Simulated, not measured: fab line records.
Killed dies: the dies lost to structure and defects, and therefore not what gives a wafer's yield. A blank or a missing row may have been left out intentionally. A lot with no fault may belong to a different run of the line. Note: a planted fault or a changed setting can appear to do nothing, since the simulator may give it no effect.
fab line records	flow n5-finfet
record: lots: 24	wafers: 72	last-day: 19
route steps=1938 shown BEOL_M2@893
lots untouched by any fault: they come from a run of this same line in which no faults occurred
start-h: hours from the record's opening day to when the first of the lot's shown wafers began	wait-h: hours since the lot's step before	" as in the row above	L1.1+2: a single row standing in for several wafers	- no value, or no start was given	* or withheld: withheld	< > ~ a bound
route shown NAME@n: NAME is a module with steps in the file, n the number in the route of the first one	usual: average and standard deviation across the fault-free wafers	same: alike in all rows	chamber/n: place in a boat	sites: each site's reading	_std_site: their standard deviation	_edge_site: the outer-site mean with the inner-site mean subtracted	radius-mm: how far each site lies from the wafer's centre	mask NAME#n: copy n	behind: tool/chamber where the wafer was last shaped	hold: what put the lot on hold/how long, in hours/how the hold closed	device: which transistor (n, p or np) failed to switch	end of line: tests run on the same wafers once the route is complete	for a step that has no rows: nothing shown but its recipe	killed: the dies lost at the first sort to structure and to defects; this is not the yield of the wafer	map: the dies of a wafer, with x for killed, . for not killed, _ for no die there
set.NAME: the run value of the setting; set.NAME@STEP: its run value at that earlier step	model.NAME: the simulator's own value behind a step, which no gauge read
steps of the route over a sample of lots; a table a step, a row a wafer
services: the hour from which a tool's chamber was out of use, counted from the record's first day as start-h (under 0 if before that day), plus the number of hours and why
== steps ==
step: N5_BEOL_M2_OCD_MEAS_38
usual: trench-depth-nm: 54.5/1.4
lot.wafer	tool	chamber	start-h	wait-h	trench-depth-nm
L075.2	ocd-01	-	168.30	-	54.3
L075.4	"	-	"	"	55.3
L075.5	"	-	"	"	53.9
L074.2	ocd-02	-	168.99	-	54.3
L074.5	"	-	"	"	55.4
L074.6	"	-	"	"	54.9
L077.2	ocd-01	-	172.04	-	54.5
L077.3	"	-	"	"	53.2
L077.6	"	-	"	"	55.1
L078.1	ocd-02	-	172.05	-	55.5
L078.2	"	-	"	"	52.3
L078.6	"	-	"	"	54.8
L076.2	ocd-02	-	180.91	-	57.2
L076.4	"	-	"	"	53.7
L076.6	"	-	"	"	57.3
L079.1	ocd-01	-	181.10	-	55.5
L079.4	"	-	"	"	54.8
L079.5	"	-	"	"	53.8
L080.1	ocd-01	-	188.81	-	55.7
L080.3	"	-	"	"	55.0
L080.6	"	-	"	"	55.4
L081.3	ocd-02	-	193.23	-	53.5
L081.5	"	-	"	"	54.2
L081.6	"	-	"	"	52.5
L082.3	ocd-02	-	198.78	-	57.1
L082.5	"	-	"	"	57.6
L082.6	"	-	"	"	57.1
L083.2	ocd-02	-	202.03	-	52.4
L083.3	"	-	"	"	57.4
L083.4	"	-	"	"	56.3
L084.1	ocd-02	-	214.34	-	52.3
L084.4	"	-	"	"	56.6
L084.5	"	-	"	"	56.2
L085.4	ocd-01	-	219.08	-	53.2
L085.5	"	-	"	"	52.8
L085.6	"	-	"	"	55.9
L086.2	ocd-02	-	219.97	-	54.2
L086.5	"	-	"	"	53.0
L086.6	"	-	"	"	54.8
L087.4	ocd-02	-	227.82	-	56.6
L087.5	"	-	"	"	53.1
L087.6	"	-	"	"	56.3
L088.2	ocd-01	-	239.06	-	54.1
L088.3	"	-	"	"	53.3
L088.4	"	-	"	"	54.2
L089.1	ocd-02	-	243.25	-	52.9
L089.5	"	-	"	"	54.2
L089.6	"	-	"	"	55.0
L090.3	ocd-01	-	248.41	-	53.4
L090.4	"	-	"	"	52.4
L090.5	"	-	"	"	54.0
L091.1	ocd-01	-	256.40	-	56.0
L091.2	"	-	"	"	54.6
L091.4	"	-	"	"	53.8
L093.3	ocd-02	-	271.19	-	55.3
L093.4	"	-	"	"	53.5
L093.6	"	-	"	"	53.5
L092.1	ocd-01	-	273.02	-	55.1
L092.3	"	-	"	"	54.5
L092.5	"	-	"	"	55.0
L094.1	ocd-02	-	273.92	-	54.5
L094.2	"	-	"	"	53.8
L094.5	"	-	"	"	53.7
L096.2	ocd-01	-	279.50	-	52.7
L096.3	"	-	"	"	56.3
L096.6	"	-	"	"	56.3
L095.1	ocd-02	-	284.61	-	51.7
L095.4	"	-	"	"	54.5
L095.5	"	-	"	"	56.5
L097.3	ocd-02	-	287.47	-	57.1
L097.4	"	-	"	"	53.9
L097.5	"	-	"	"	54.2
step: N5_BEOL_M2_CD_MEAS_35
recipe: target-cd-nm: 18	target-cd-y-nm: 22.2	polarity: opening
usual: cd-nm: 17.8/0.33
lot.wafer	tool	chamber	start-h	wait-h	cd-nm
L075.2	cd-sem-01	-	168.46	0.0	17.8
L075.4	"	-	"	"	17.8
L075.5	"	-	"	"	17.3
L074.2	cd-sem-01	-	169.16	0.0	17.6
L074.5	"	-	"	"	17.8
L074.6	"	-	"	"	18.0
L078.1	cd-sem-01	-	172.20	0.0	18.0
L078.2	"	-	"	"	17.5
L078.6	"	-	"	"	17.5
L077.2	cd-sem-03	-	172.20	0.0	17.8
L077.3	"	-	"	"	18.3
L077.6	"	-	"	"	18.3
L076.2	cd-sem-01	-	181.07	0.0	18.0
L076.4	"	-	"	"	17.7
L076.6	"	-	"	"	18.0
L079.1	cd-sem-03	-	181.26	0.0	18.1
L079.4	"	-	"	"	18.2
L079.5	"	-	"	"	17.6
L080.1	cd-sem-03	-	188.97	0.0	17.6
L080.3	"	-	"	"	17.6
L080.6	"	-	"	"	17.3
L081.3	cd-sem-01	-	193.38	0.0	17.6
L081.5	"	-	"	"	17.2
L081.6	"	-	"	"	18.1
L082.3	cd-sem-03	-	198.93	0.0	17.9
L082.5	"	-	"	"	17.9
L082.6	"	-	"	"	18.1
L083.2	cd-sem-03	-	202.19	0.0	18.1
L083.3	"	-	"	"	18.6
L083.4	"	-	"	"	17.8
L084.1	cd-sem-03	-	214.49	0.0	17.9
L084.4	"	-	"	"	17.9
L084.5	"	-	"	"	18.0
L085.4	cd-sem-01	-	219.23	0.0	17.7
L085.5	"	-	"	"	17.5
L085.6	"	-	"	"	17.4
L086.2	cd-sem-02	-	220.13	0.0	18.2
L086.5	"	-	"	"	18.2
L086.6	"	-	"	"	18.2
L087.4	cd-sem-03	-	227.97	0.0	17.1
L087.5	"	-	"	"	17.2
L087.6	"	-	"	"	17.7
L088.2	cd-sem-02	-	239.22	0.0	17.9
L088.3	"	-	"	"	17.7
L088.4	"	-	"	"	17.5
L089.1	cd-sem-01	-	243.41	0.0	18.0
L089.5	"	-	"	"	17.4
L089.6	"	-	"	"	17.7
L090.3	cd-sem-01	-	248.56	0.0	17.8
L090.4	"	-	"	"	17.7
L090.5	"	-	"	"	18.2
L091.1	cd-sem-03	-	256.56	0.0	17.8
L091.2	"	-	"	"	18.0
L091.4	"	-	"	"	17.8
L093.3	cd-sem-02	-	271.34	0.0	18.1
L093.4	"	-	"	"	17.6
L093.6	"	-	"	"	18.1
L092.1	cd-sem-01	-	273.18	0.0	18.0
L092.3	"	-	"	"	17.6
L092.5	"	-	"	"	17.7
L094.1	cd-sem-02	-	274.07	0.0	17.5
L094.2	"	-	"	"	17.3
L094.5	"	-	"	"	18.3
L096.2	cd-sem-02	-	279.66	0.0	18.2
L096.3	"	-	"	"	18.3
L096.6	"	-	"	"	18.0
L095.1	cd-sem-01	-	284.76	0.0	17.8
L095.4	"	-	"	"	18.3
L095.5	"	-	"	"	18.2
L097.3	cd-sem-01	-	287.63	0.0	17.8
L097.4	"	-	"	"	18.1
L097.5	"	-	"	"	17.4
step: N5_BEOL_M2_PRE_CLEAN_45
recipe: gas: H2/He	time-s: 30	temp-c: 250
usual: heater-power-w: 337/35
lot.wafer	tool	chamber	start-h	wait-h	heater-power-w
L075.2	pvd-sputter-03	-	168.65	0.0	384
L075.4	"	-	"	"	357
L075.5	"	-	"	"	364
L074.2	pvd-sputter-01	-	171.71	0.0	363
L074.5	"	-	"	"	360
L074.6	"	-	"	"	284
L078.1	pvd-sputter-01	-	172.28	0.0	334
L078.2	"	-	"	"	347
L078.6	"	-	"	"	293
L077.2	pvd-sputter-02	-	172.39	0.0	309
L077.3	"	-	"	"	347
L077.6	"	-	"	"	359
L076.2	pvd-sputter-03	-	181.35	0.0	282
L076.4	"	-	"	"	316
L076.6	"	-	"	"	289
L079.1	pvd-sputter-01	-	181.78	0.0	338
L079.4	"	-	"	"	329
L079.5	"	-	"	"	342
L080.1	pvd-sputter-02	-	189.55	0.0	361
L080.3	"	-	"	"	410
L080.6	"	-	"	"	400
L081.3	pvd-sputter-03	-	194.58	0.0	317
L081.5	"	-	"	"	374
L081.6	"	-	"	"	369
L082.3	pvd-sputter-01	-	199.24	0.0	337
L082.5	"	-	"	"	330
L082.6	"	-	"	"	324
L083.2	pvd-sputter-01	-	202.44	0.0	337
L083.3	"	-	"	"	341
L083.4	"	-	"	"	353
L084.1	pvd-sputter-01	-	214.95	0.0	347
L084.4	"	-	"	"	334
L084.5	"	-	"	"	338
L085.4	pvd-sputter-03	-	219.71	0.0	316
L085.5	"	-	"	"	317
L085.6	"	-	"	"	289
L086.2	pvd-sputter-02	-	221.27	0.0	352
L086.5	"	-	"	"	359
L086.6	"	-	"	"	311
L087.4	pvd-sputter-03	-	228.63	0.0	312
L087.5	"	-	"	"	290
L087.6	"	-	"	"	374
L088.2	pvd-sputter-01	-	239.59	0.0	286
L088.3	"	-	"	"	343
L088.4	"	-	"	"	329
L089.1	pvd-sputter-03	-	243.72	0.0	381
L089.5	"	-	"	"	284
L089.6	"	-	"	"	379
L090.3	pvd-sputter-03	-	248.79	0.0	286
L090.4	"	-	"	"	374
L090.5	"	-	"	"	289
L091.1	pvd-sputter-03	-	257.20	0.0	328
L091.2	"	-	"	"	289
L091.4	"	-	"	"	367
L093.3	pvd-sputter-03	-	272.01	0.0	327
L093.4	"	-	"	"	285
L093.6	"	-	"	"	293
L092.1	pvd-sputter-02	-	273.78	0.0	364
L092.3	"	-	"	"	402
L092.5	"	-	"	"	408
L094.1	pvd-sputter-03	-	275.07	0.0	369
L094.2	"	-	"	"	316
L094.5	"	-	"	"	318
L096.2	pvd-sputter-02	-	280.10	0.0	369
L096.3	"	-	"	"	347
L096.6	"	-	"	"	309
L095.1	pvd-sputter-03	-	284.92	0.0	317
L095.4	"	-	"	"	369
L095.5	"	-	"	"	314
L097.3	pvd-sputter-02	-	287.74	0.0	309
L097.4	"	-	"	"	341
L097.5	"	-	"	"	408
step: N5_BEOL_M2_SURFACE_TREAT_85
recipe: gas: Ar	time-s: *	ion-energy-ev: *	ion-current-ma-cm2: 0.5	pressure-mtorr: *	ar-flow-sccm: 30
usual: ar-flow-sccm: 29.99/0.095	throttle-valve-pct: *
lot.wafer	tool	chamber	start-h	wait-h	ar-flow-sccm	throttle-valve-pct
L075.2	pvd-sputter-01	-	169.07	0.3	29.99	*
L075.4	"	-	"	"	29.93	*
L075.5	"	-	"	"	29.99	*
L074.2	pvd-sputter-03	-	172.05	0.2	30.03	*
L074.5	"	-	"	"	30.03	*
L074.6	"	-	"	"	30.03	*
L078.1	pvd-sputter-03	-	172.77	0.3	30.03	*
L078.2	"	-	"	"	29.80	*
L078.6	"	-	"	"	29.90	*
L077.2	pvd-sputter-02	-	172.97	0.4	30.21	*
L077.3	"	-	"	"	29.96	*
L077.6	"	-	"	"	30.11	*
L076.2	pvd-sputter-02	-	181.73	0.2	29.92	*
L076.4	"	-	"	"	30.03	*
L076.6	"	-	"	"	29.94	*
L079.1	pvd-sputter-03	-	182.08	0.1	30.04	*
L079.4	"	-	"	"	29.95	*
L079.5	"	-	"	"	29.99	*
L080.1	pvd-sputter-01	-	191.28	1.6	29.91	*
L080.3	"	-	"	"	30.15	*
L080.6	"	-	"	"	29.83	*
L081.3	pvd-sputter-03	-	195.06	0.2	29.82	*
L081.5	"	-	"	"	30.15	*
L081.6	"	-	"	"	29.89	*
L082.3	pvd-sputter-02	-	199.74	0.2	30.01	*
L082.5	"	-	"	"	30.03	*
L082.6	"	-	"	"	29.98	*
L083.2	pvd-sputter-03	-	202.73	0.1	30.15	*
L083.3	"	-	"	"	30.11	*
L083.4	"	-	"	"	29.85	*
L084.1	pvd-sputter-02	-	216.04	0.9	29.91	*
L084.4	"	-	"	"	30.02	*
L084.5	"	-	"	"	29.91	*
L085.4	pvd-sputter-03	-	220.21	0.3	30.03	*
L085.5	"	-	"	"	30.01	*
L085.6	"	-	"	"	29.89	*
L086.2	pvd-sputter-01	-	221.87	0.3	29.91	*
L086.5	"	-	"	"	30.10	*
L086.6	"	-	"	"	29.83	*
L087.4	pvd-sputter-03	-	228.92	0.0	29.90	*
L087.5	"	-	"	"	30.06	*
L087.6	"	-	"	"	30.04	*
L088.2	pvd-sputter-01	-	241.51	1.5	30.02	*
L088.3	"	-	"	"	30.04	*
L088.4	"	-	"	"	29.99	*
L089.1	pvd-sputter-02	-	244.30	0.3	29.84	*
L089.5	"	-	"	"	30.00	*
L089.6	"	-	"	"	29.96	*
L090.3	pvd-sputter-03	-	249.19	0.2	30.01	*
L090.4	"	-	"	"	30.04	*
L090.5	"	-	"	"	30.12	*
L091.1	pvd-sputter-02	-	257.55	0.2	29.99	*
L091.2	"	-	"	"	30.18	*
L091.4	"	-	"	"	29.94	*
L093.3	pvd-sputter-03	-	272.53	0.4	29.71	*
L093.4	"	-	"	"	30.00	*
L093.6	"	-	"	"	29.97	*
L092.1	pvd-sputter-02	-	274.10	0.2	29.96	*
L092.3	"	-	"	"	30.13	*
L092.5	"	-	"	"	29.98	*
L094.1	pvd-sputter-03	-	275.41	0.2	30.13	*
L094.2	"	-	"	"	29.98	*
L094.5	"	-	"	"	29.89	*
L096.2	pvd-sputter-02	-	280.46	0.2	29.98	*
L096.3	"	-	"	"	30.18	*
L096.6	"	-	"	"	30.04	*
L095.1	pvd-sputter-02	-	285.22	0.1	30.04	*
L095.4	"	-	"	"	29.95	*
L095.5	"	-	"	"	30.04	*
L097.3	pvd-sputter-02	-	288.10	0.2	30.01	*
L097.4	"	-	"	"	30.12	*
L097.5	"	-	"	"	30.17	*
step: N5_BEOL_M2_SPUTTER_88
recipe: material: Cu	target-thk-a: 45	temp-c: -20	chamber-pressure-pa: 0.07	power-w: withheld	time-s: 8.29
usual: throttle-valve-pct: 30.2/1
lot.wafer	tool	chamber	start-h	wait-h	throttle-valve-pct
L075.2	pvd-sputter-01	-	170.21	0.1	30.6
L075.4	"	-	"	"	28.0
L075.5	"	-	"	"	30.5
L074.2	pvd-sputter-01	-	173.20	0.1	30.5
L074.5	"	-	"	"	30.2
L074.6	"	-	"	"	30.7
L078.1	pvd-sputter-03	-	174.01	0.1	31.1
L078.2	"	-	"	"	29.7
L078.6	"	-	"	"	29.4
L077.2	pvd-sputter-01	-	175.04	0.1	30.4
L077.3	"	-	"	"	29.9
L077.6	"	-	"	"	29.9
L076.2	pvd-sputter-01	-	182.83	0.1	30.3
L076.4	"	-	"	"	28.2
L076.6	"	-	"	"	30.0
L079.1	pvd-sputter-03	-	183.18	0.1	31.3
L079.4	"	-	"	"	30.1
L079.5	"	-	"	"	29.7
L080.1	pvd-sputter-03	-	192.44	0.1	29.5
L080.3	"	-	"	"	31.5
L080.6	"	-	"	"	31.3
L081.3	pvd-sputter-01	-	196.32	0.1	30.5
L081.5	"	-	"	"	28.1
L081.6	"	-	"	"	30.1
L082.3	pvd-sputter-03	-	201.14	0.1	29.9
L082.5	"	-	"	"	29.9
L082.6	"	-	"	"	31.6
L083.2	pvd-sputter-01	-	203.83	0.1	29.9
L083.3	"	-	"	"	28.3
L083.4	"	-	"	"	30.0
L084.1	pvd-sputter-01	-	217.95	0.1	29.9
L084.4	"	-	"	"	30.6
L084.5	"	-	"	"	27.7
L085.4	pvd-sputter-03	-	221.45	0.1	29.8
L085.5	"	-	"	"	29.8
L085.6	"	-	"	"	30.1
L086.2	pvd-sputter-02	-	222.99	0.1	31.7
L086.5	"	-	"	"	29.6
L086.6	"	-	"	"	30.4
L087.4	pvd-sputter-01	-	230.03	0.1	28.1
L087.5	"	-	"	"	30.2
L087.6	"	-	"	"	30.6
L088.2	pvd-sputter-03	-	242.64	0.1	29.9
L088.3	"	-	"	"	30.0
L088.4	"	-	"	"	31.8
L089.1	pvd-sputter-02	-	245.58	0.1	30.0
L089.5	"	-	"	"	31.8
L089.6	"	-	"	"	29.8
L090.3	pvd-sputter-02	-	250.34	0.1	31.9
L090.4	"	-	"	"	29.6
L090.5	"	-	"	"	30.1
L091.1	pvd-sputter-03	-	258.83	0.1	31.6
L091.2	"	-	"	"	30.1
L091.4	"	-	"	"	29.8
L093.3	pvd-sputter-03	-	273.79	0.1	30.0
L093.4	"	-	"	"	29.9
L093.6	"	-	"	"	30.0
L092.1	pvd-sputter-02	-	275.22	0.1	30.3
L092.3	"	-	"	"	29.6
L092.5	"	-	"	"	29.7
L094.1	pvd-sputter-03	-	276.51	0.1	31.3
L094.2	"	-	"	"	29.9
L094.5	"	-	"	"	31.4
L096.2	pvd-sputter-01	-	281.66	0.1	28.3
L096.3	"	-	"	"	30.9
L096.6	"	-	"	"	28.0
L095.1	pvd-sputter-01	-	286.40	0.1	27.9
L095.4	"	-	"	"	30.3
L095.5	"	-	"	"	30.2
L097.3	pvd-sputter-01	-	289.64	0.1	28.1
L097.4	"	-	"	"	30.2
L097.5	"	-	"	"	30.2
step: N5_BEOL_M2_SPUTTER_94
recipe: material: Cu	target-thk-a: 45	temp-c: -20	chamber-pressure-pa: 0.07	power-w: withheld	time-s: 8.29
usual: throttle-valve-pct: 30.2/1
lot.wafer	tool	chamber	start-h	wait-h	throttle-valve-pct
L075.2	pvd-sputter-01	-	170.87	0.1	30.7
L075.4	"	-	"	"	28.2
L075.5	"	-	"	"	30.6
L074.2	pvd-sputter-01	-	173.86	0.1	30.6
L074.5	"	-	"	"	30.2
L074.6	"	-	"	"	30.6
L078.1	pvd-sputter-03	-	174.67	0.1	31.4
L078.2	"	-	"	"	29.7
L078.6	"	-	"	"	30.0
L077.2	pvd-sputter-01	-	175.70	0.1	30.8
L077.3	"	-	"	"	30.1
L077.6	"	-	"	"	30.0
L076.2	pvd-sputter-01	-	183.49	0.1	30.1
L076.4	"	-	"	"	28.3
L076.6	"	-	"	"	30.4
L079.1	pvd-sputter-03	-	183.84	0.1	31.4
L079.4	"	-	"	"	30.1
L079.5	"	-	"	"	29.9
L080.1	pvd-sputter-03	-	193.10	0.1	29.7
L080.3	"	-	"	"	31.8
L080.6	"	-	"	"	31.4
L081.3	pvd-sputter-01	-	196.98	0.1	30.6
L081.5	"	-	"	"	28.1
L081.6	"	-	"	"	30.0
L082.3	pvd-sputter-03	-	201.80	0.1	30.0
L082.5	"	-	"	"	29.8
L082.6	"	-	"	"	31.1
L083.2	pvd-sputter-01	-	204.49	0.1	29.9
L083.3	"	-	"	"	28.2
L083.4	"	-	"	"	30.1
L084.1	pvd-sputter-01	-	218.61	0.1	30.3
L084.4	"	-	"	"	30.1
L084.5	"	-	"	"	27.9
L085.4	pvd-sputter-03	-	222.11	0.1	29.6
L085.5	"	-	"	"	30.1
L085.6	"	-	"	"	29.9
L086.2	pvd-sputter-02	-	223.65	0.1	32.0
L086.5	"	-	"	"	29.5
L086.6	"	-	"	"	30.1
L087.4	pvd-sputter-01	-	230.69	0.1	28.2
L087.5	"	-	"	"	30.2
L087.6	"	-	"	"	30.5
L088.2	pvd-sputter-03	-	243.30	0.1	29.7
L088.3	"	-	"	"	30.2
L088.4	"	-	"	"	31.7
L089.1	pvd-sputter-02	-	246.24	0.1	30.0
L089.5	"	-	"	"	31.7
L089.6	"	-	"	"	29.8
L090.3	pvd-sputter-02	-	251.00	0.1	31.8
L090.4	"	-	"	"	29.5
L090.5	"	-	"	"	29.8
L091.1	pvd-sputter-03	-	259.49	0.1	31.6
L091.2	"	-	"	"	30.2
L091.4	"	-	"	"	29.8
L093.3	pvd-sputter-03	-	274.45	0.1	30.0
L093.4	"	-	"	"	29.8
L093.6	"	-	"	"	30.4
L092.1	pvd-sputter-02	-	275.88	0.1	30.1
L092.3	"	-	"	"	29.7
L092.5	"	-	"	"	29.7
L094.1	pvd-sputter-03	-	277.17	0.1	31.4
L094.2	"	-	"	"	29.8
L094.5	"	-	"	"	31.4
L096.2	pvd-sputter-01	-	282.32	0.1	28.3
L096.3	"	-	"	"	30.6
L096.6	"	-	"	"	28.1
L095.1	pvd-sputter-01	-	287.06	0.1	28.1
L095.4	"	-	"	"	30.0
L095.5	"	-	"	"	29.9
L097.3	pvd-sputter-01	-	290.30	0.1	28.1
L097.4	"	-	"	"	30.1
L097.5	"	-	"	"	30.2
== services ==
tool	chamber	start-h	hours	kind
pvd-sputter-02	-	168.67	3.0	repair
pvd-sputter-01	-	272.01	0.5	repair
== key ==
fault none
